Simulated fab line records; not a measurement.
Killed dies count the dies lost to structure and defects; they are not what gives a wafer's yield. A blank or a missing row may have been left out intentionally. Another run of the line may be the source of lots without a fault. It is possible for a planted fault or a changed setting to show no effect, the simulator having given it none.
fab line records	flow nand_harc	part 2 of 2: steps 5 to 6 of 6
[record] lots = 20	wafers = 60	last_day = 25
route steps=1159 shown P_ZERO_WELL@31 P_STI@88 P_M1@298
lots with no fault: from the same line, run without faults
start_h: start of the lot's first displayed wafer, in hours after the record's first day	wait_h: hours elapsed since this lot's preceding step	" as in the row above	L1.1+2: a single row standing in for several wafers	- no value present, or no start provided	* or withheld: withheld	< > ~ a bound
route shown NAME@n: a module of which the file shows steps, and the number in the route of the first	usual: mean/standard deviation taken from wafers without a fault	same: alike in all rows	chamber/n: place in a boat	sites: each site's reading	_std_site: standard deviation across them	_edge_site: outer sites' mean less inner sites'	radius_mm: for every site, how far away it sits from the centre of the wafer	mask NAME#n: copy n	behind: the tool/chamber that last shaped the wafer	hold: what put the lot on hold/how long, in hours/how the hold closed	device: the n, p or np transistor that did not switch	end of line: the same wafers' tests at the end of the route	step lacking rows: just its recipe	killed: count of dies lost to structure and defects at first sort (not the wafer's yield)	map: a wafer's dies, marking killed ones x, the rest . and places with no die _
set.NAME: the setting the step ran with; set.NAME@STEP: the setting that earlier step ran with	model.NAME: the simulator's own value behind a step, which no gauge read
route steps across a sampled set of lots; one table per step, one row per wafer
services: from which hour (start_h, from the record's first day; less than 0 if before it) a tool's chamber was out of use, for how many hours, and why
[[steps]]
[step NHARC_P_STI_ETCH_31]
[recipe] target_depth_a = 1089	time_s = 54.5	cf4_flow_sccm = 100	chf3_flow_sccm = 30	ar_flow_sccm = 0	rf_w = 500	bias_w = 200	chemistry = CF4/CHF3
[usual] cf4_flow_sccm = 100.0/0.32	drypump_motor_current_A = 5.8/0.53	mfc_ar_sccm = 0.006/0.0084	oes_product_au = 0.960/0.013	rf_vpp_V = 371.8/2.1	showerhead_plenum_p_Torr = 1.61/0.056	throttle_valve_pct = 16.803/0.008
lot.wafer	tool	chamber	start_h	wait_h	cf4_flow_sccm	drypump_motor_current_A	mfc_ar_sccm	oes_product_au	rf_hours_counter_h	rf_vpp_V	showerhead_plenum_p_Torr	throttle_valve_pct
L074.1	rie_diel-04	1	-	-	100.2	6.4	0.017	0.963	2.2	371.0	1.56	16.797
L074.4	"	2	"	"	99.9	4.9	0	0.958	2.3	374.8	1.65	16.802
L074.3	"	3	"	"	99.9	5.3	0	0.972	2.5	374.2	1.66	16.794
L076.2	rie_diel-04	2	-	-	99.8	4.9	0	0.948	2.5	372.9	1.65	16.814
L076.1	"	3	"	"	99.9	5.3	0	0.972	2.8	374.6	1.66	16.809
L076.5	"	2	"	"	99.7	4.9	0	0.961	-	373.2	1.65	16.810
L077.1	rie_diel-04	2	-	-	99.9	4.9	0	0.963	2.7	372.7	1.65	16.806
L077.6	"	0	"	"	100.1	6.1	0	0.965	-	369.7	1.54	16.808
L077.5	"	1	"	"	100.2	6.4	0.017	0.960	-	369.8	1.56	16.796
L078.4	rie_diel-04	3	-	-	99.9	5.4	0	0.969	3.1	372.6	1.66	16.804
L078.1	"	1	"	"	99.8	6.4	0.017	0.975	3.0	370.0	1.56	16.796
L078.5	"	3	"	"	99.6	5.4	0	0.956	-	373.3	1.66	16.817
L079.3	rie_diel-08	2	-	-	99.4	5.3	0.012	0.959	4.3	372.2	1.62	16.800
L079.1	"	3	"	"	99.8	6.3	0.008	0.957	6.1	373.3	1.61	16.798
L079.5	"	2	"	"	100.6	5.3	0.012	0.961	-	371.6	1.62	16.803
L080.4	rie_diel-08	1	-	-	100.3	5.8	0.029	0.955	3.4	372.5	1.64	16.810
L080.6	"	0	"	"	99.7	5.5	0	0.965	-	372.9	1.68	16.795
L080.5	"	1	"	"	99.8	5.8	0.029	0.952	-	372.2	1.64	16.798
L081.2	rie_diel-04	1	-	-	100.4	6.4	0.017	0.980	3.3	370.3	1.56	16.816
L081.1	"	2	"	"	99.9	4.9	0	0.978	3.2	372.3	1.65	16.814
L081.4	"	3	"	"	100.6	5.4	0	0.961	3.3	373.4	1.66	16.806
L082.2	rie_diel-09	1	-	-	99.6	5.7	0	0.979	0.0	372.1	1.57	16.821
L082.6	"	1	"	"	100.2	5.7	0	0.974	-	371.4	1.57	16.807
L082.5	"	2	"	"	100.4	4.9	0	0.937	-	373.9	1.66	16.808
L083.1	rie_diel-09	0	-	-	99.4	6.4	0.014	0.939	0.1	373.2	1.63	16.814
L083.4	"	1	"	"	100.4	5.7	0	0.953	0.1	371.6	1.57	16.806
L083.5	"	3	"	"	100.2	6.6	0	0.949	-	367.3	1.48	16.802
L084.1	rie_diel-08	2	-	-	100.2	5.3	0.012	0.967	5.1	372.2	1.62	16.815
L084.3	"	3	"	"	99.7	6.2	0.008	0.976	6.9	371.6	1.61	16.804
L084.6	"	2	"	"	99.9	5.3	0.012	0.970	-	372.1	1.62	16.796
L085.3	rie_diel-04	0	-	-	100.3	6.1	0	0.975	3.9	369.1	1.54	16.799
L085.2	"	2	"	"	99.7	4.9	0	0.968	3.7	373.3	1.65	16.796
L085.6	"	0	"	"	99.8	6.0	0	0.959	-	369.8	1.54	16.812
L086.2	rie_diel-04	1	-	-	100.6	6.4	0.017	0.960	4.0	370.0	1.56	16.800
L086.4	"	2	"	"	100.0	4.9	0	0.960	3.9	371.8	1.65	16.810
L086.3	"	3	"	"	100.3	5.4	0	0.966	4.0	373.7	1.66	16.797
L087.2	rie_diel-09	1	-	-	99.8	5.7	0	0.936	1.2	370.2	1.57	16.793
L087.4	"	2	"	"	100.1	4.9	0	0.928	1.1	371.3	1.66	16.808
L087.5	"	0	"	"	100.1	6.4	0.014	0.936	-	372.3	1.63	16.781
L089.1	rie_diel-09	2	-	-	100.3	4.9	0	0.960	1.6	374.4	1.66	16.808
L089.4	"	3	"	"	100.0	6.5	0	0.977	1.6	367.6	1.48	16.792
L089.6	"	1	"	"	99.9	5.7	0	0.977	-	369.8	1.57	16.816
L091.4	rie_diel-04	2	-	-	100.1	4.9	0	0.956	0.6	373.3	1.65	16.813
L091.6	"	0	"	"	99.5	6.1	0	0.979	-	369.8	1.54	16.793
L091.5	"	1	"	"	99.8	6.4	0.017	0.954	-	370.1	1.56	16.811
L093.1	rie_diel-09	0	-	-	100.0	6.4	0.014	0.959	2.6	372.4	1.63	16.808
L093.3	"	1	"	"	99.4	5.7	0	0.987	2.6	371.0	1.57	16.808
L093.5	"	3	"	"	99.7	6.6	0	0.963	-	368.2	1.48	16.804
L092.2	rie_diel-08	3	-	-	100.6	6.2	0.008	0.985	0.9	372.5	1.61	16.804
L092.6	"	3	"	"	100.4	6.2	0.008	0.970	-	372.5	1.61	16.791
L092.5	"	0	"	"	99.8	5.5	0	0.934	-	374.7	1.68	16.803
L094.2	rie_diel-08	0	-	-	100.1	5.5	0	0.969	1.4	375.1	1.68	16.790
L094.4	"	1	"	"	100.2	5.8	0.029	0.979	1.7	373.5	1.64	16.802
L094.3	"	2	"	"	100.3	5.3	0.012	0.971	1.5	373.3	1.62	16.806
L095.2	rie_diel-08	3	-	-	100.4	6.2	0.008	0.952	1.3	370.7	1.61	16.798
L095.1	"	2	"	"	99.8	5.3	0.012	0.955	1.6	372.6	1.62	16.811
L095.6	"	0	"	"	100.0	5.5	0	0.935	-	373.8	1.68	16.795
L096.6	rie_diel-08	2	-	-	99.6	5.3	0.012	0.959	-	371.8	1.62	16.806
L096.5	"	3	"	"	99.7	6.2	0.008	0.957	-	371.7	1.61	16.812
L096.4	"	0	"	"	99.7	5.5	0	0.941	-	372.9	1.68	16.814
[step NHARC_P_M1_DESCUM_14]
[recipe] time_s = 3	o2_flow_sccm = 200	ar_flow_sccm = 0	bias_power_w = 0	chemistry = O2
[usual] drypump_motor_current_A = 5.7/0.48	mfc_ar_sccm = 0.008/0.01	o2_flow_sccm = 200.0/0.57	oes_product_au = 0.996/0.011	rf_vpp_V = 58.0/0.88	showerhead_plenum_p_Torr = 1.97/0.057	throttle_valve_pct = 11.311/0.0091
lot.wafer	tool	chamber	start_h	wait_h	drypump_motor_current_A	mfc_ar_sccm	o2_flow_sccm	oes_product_au	rf_hours_counter_h	rf_vpp_V	showerhead_plenum_p_Torr	throttle_valve_pct
L074.1	rie_diel-04	3	129.87	0.1	5.3	0	200.1	1.007	0	57.4	2.02	11.320
L074.4	"	1	"	"	6.4	0.017	200.4	1.004	0	58.0	1.89	11.297
L074.3	"	2	"	"	4.9	0	200.2	0.987	0	58.7	2.01	11.319
L076.2	rie_diel-04	2	133.76	0.1	4.9	0	200.1	0.982	0	59.0	2.01	11.288
L076.1	"	0	"	"	6.1	0	200.2	1.000	0	57.6	1.87	11.330
L076.5	"	2	"	"	4.9	0	199.0	0.995	-	58.5	2.01	11.303
L077.1	rie_diel-08	2	138.98	0.1	5.3	0.012	200.3	1.004	0	57.6	1.98	11.305
L077.5	"	0	"	"	5.5	0	199.4	0.975	-	58.5	2.05	11.312
L077.6	"	1	"	"	5.8	0.029	200.6	0.995	-	58.8	1.99	11.315
L078.4	rie_diel-07	3	148.04	0.1	6.4	0.005	199.7	0.999	8	57.5	1.92	11.318
L078.1	"	1	"	"	5.2	0	199.5	1.006	7	59.1	2.05	11.306
L078.5	"	2	"	"	5.6	0.024	200.9	1.013	-	58.3	1.96	11.312
L079.3	rie_diel-04	2	148.38	0.1	4.9	0	199.3	0.987	1	56.5	2.01	11.302
L079.1	"	3	"	"	5.3	0	200.4	1.017	1	58.3	2.02	11.315
L079.5	"	1	"	"	6.4	0.017	199.8	0.990	-	56.4	1.89	11.310
L081.1	rie_diel-08	2	155.00	0.1	5.3	0.012	199.2	1.007	1	57.2	1.98	11.296
L081.4	"	3	"	"	6.2	0.008	200.1	1.002	1	56.8	1.96	11.308
L081.2	"	1	"	"	5.8	0.029	199.9	0.998	2	58.7	1.99	11.310
L080.4	rie_diel-07	2	155.15	0.1	5.6	0.024	199.9	1.003	8	58.2	1.96	11.304
L080.6	"	1	"	"	5.2	0	200.3	0.986	-	58.4	2.05	11.311
L080.5	"	2	"	"	5.6	0.024	200.2	1.000	-	58.6	1.96	11.305
L083.4	rie_diel-07	3	176.48	0.1	6.3	0.005	199.1	0.991	9	58.2	1.91	11.312
L083.1	"	0	"	"	5.4	0	199.1	1.001	9	58.6	1.94	11.323
L083.5	"	3	"	"	6.3	0.005	198.8	1.002	-	57.5	1.91	11.308
L082.2	rie_diel-07	1	177.23	0.1	5.2	0	199.6	1.002	8	58.4	2.05	11.321
L082.5	"	2	"	"	5.6	0.024	200.4	1.005	-	59.5	1.96	11.329
L082.6	"	3	"	"	6.3	0.005	200.5	0.997	-	59.0	1.91	11.303
L085.2	rie_diel-04	0	178.95	0.1	6.1	0	200.1	1.002	1	57.1	1.87	11.305
L085.3	"	3	"	"	5.3	0	200.5	1.003	1	59.6	2.02	11.310
L085.6	"	1	"	"	6.4	0.017	199.4	0.995	-	57.1	1.89	11.310
L084.3	rie_diel-04	0	180.20	0.1	6.1	0	199.9	0.997	2	58.1	1.87	11.304
L084.1	"	3	"	"	5.3	0	200.2	1.000	2	59.0	2.02	11.310
L084.6	"	0	"	"	6.0	0	199.6	0.989	-	57.5	1.87	11.314
L086.4	rie_diel-08	1	196.80	0.1	5.8	0.029	200.8	1.003	4	58.0	1.99	11.298
L086.2	"	2	"	"	5.3	0.012	199.9	1.008	4	59.3	1.98	11.306
L086.3	"	3	"	"	6.2	0.008	200.5	0.992	4	58.6	1.96	11.307
L087.2	rie_diel-07	0	197.69	0.1	5.4	0	200.7	1.005	11	59.2	1.94	11.328
L087.4	"	2	"	"	5.5	0.024	199.4	0.999	10	59.5	1.96	11.299
L087.5	"	3	"	"	6.4	0.005	199.6	0.994	-	56.8	1.91	11.308
L089.1	rie_diel-04	3	215.17	0.1	5.3	0	199.7	1.004	2	56.3	2.02	11.318
L089.4	"	0	"	"	6.1	0	200.3	0.992	2	57.7	1.87	11.316
L089.6	"	2	"	"	4.9	0	200.8	0.981	-	58.5	2.01	11.320
L091.4	rie_diel-08	0	228.20	0.1	5.5	0	200.6	0.973	6	58.2	2.05	11.310
L091.6	"	3	"	"	6.2	0.008	200.0	0.997	-	56.9	1.96	11.331
L091.5	"	0	"	"	5.5	0	200.1	0.967	-	56.9	2.05	11.325
L092.2	rie_diel-08	0	236.04	0.1	5.5	0	200.0	0.981	7	58.1	2.05	11.311
L092.6	"	1	"	"	5.9	0.029	200.6	1.008	-	57.6	1.99	11.308
L092.5	"	2	"	"	5.3	0.012	200.4	1.005	-	58.3	1.97	11.322
L093.1	rie_diel-08	2	236.19	0.1	5.3	0.012	200.0	1.009	7	58.0	1.97	11.306
L093.3	"	1	"	"	5.8	0.029	199.9	1.008	7	60.3	1.99	11.328
L093.5	"	3	"	"	6.2	0.008	199.3	0.999	-	59.8	1.96	11.319
L094.3	rie_diel-04	2	239.32	0.1	4.9	0	199.4	0.991	3	56.9	2.01	11.301
L094.2	"	0	"	"	6.1	0	200.4	1.008	3	58.0	1.87	11.319
L094.4	"	1	"	"	6.4	0.017	199.8	0.997	3	58.4	1.89	11.300
L095.1	rie_diel-04	2	245.06	0.1	4.9	0	200.3	0.993	3	56.9	2.01	11.310
L095.2	"	3	"	"	5.3	0	199.7	1.016	3	58.6	2.02	11.304
L095.6	"	2	"	"	4.9	0	200.6	0.983	-	59.2	2.01	11.307
L096.4	rie_diel-08	3	250.78	0.1	6.2	0.008	200.7	1.007	7	57.9	1.96	11.309
L096.5	"	0	"	"	5.5	0	199.4	0.973	-	57.0	2.04	11.298
L096.6	"	1	"	"	5.8	0.029	198.5	1.003	-	57.8	1.99	11.292
[[services]]
tool	chamber	start_h	hours	kind
rie_diel-04	0	-6.18	2.5	repair
rie_diel-07	1	7.81	5.5	repair
rie_diel-11	-	16.55	9.0	pm
rie_diel-08	-	44.98	1.0	repair
rie_diel-07	-	46.53	1.2	repair
rie_diel-07	-	51.75	9.0	pm
rie_diel-08	1	62.93	6.6	repair
rie_diel-04	3	63.40	6.1	repair
rie_diel-09	-	77.13	9.0	pm
rie_diel-08	1	78.88	5.5	repair
rie_diel-11	2	80.05	3.4	repair
rie_diel-11	1	92.54	1.8	repair
rie_diel-04	1	105.32	1.3	repair
rie_diel-04	-	111.90	9.0	pm
rie_diel-08	-	124.80	9.0	pm
rie_diel-09	2	144.04	23.7	repair
rie_diel-08	1	167.63	7.8	repair
rie_diel-08	-	174.69	0.3	repair
rie_diel-11	2	177.87	12.9	repair
rie_diel-08	2	205.30	2.0	repair
rie_diel-07	-	214.35	0.5	repair
rie_diel-07	2	218.54	6.2	repair
rie_diel-07	-	228.87	9.0	pm
rie_diel-08	-	243.84	1.2	repair
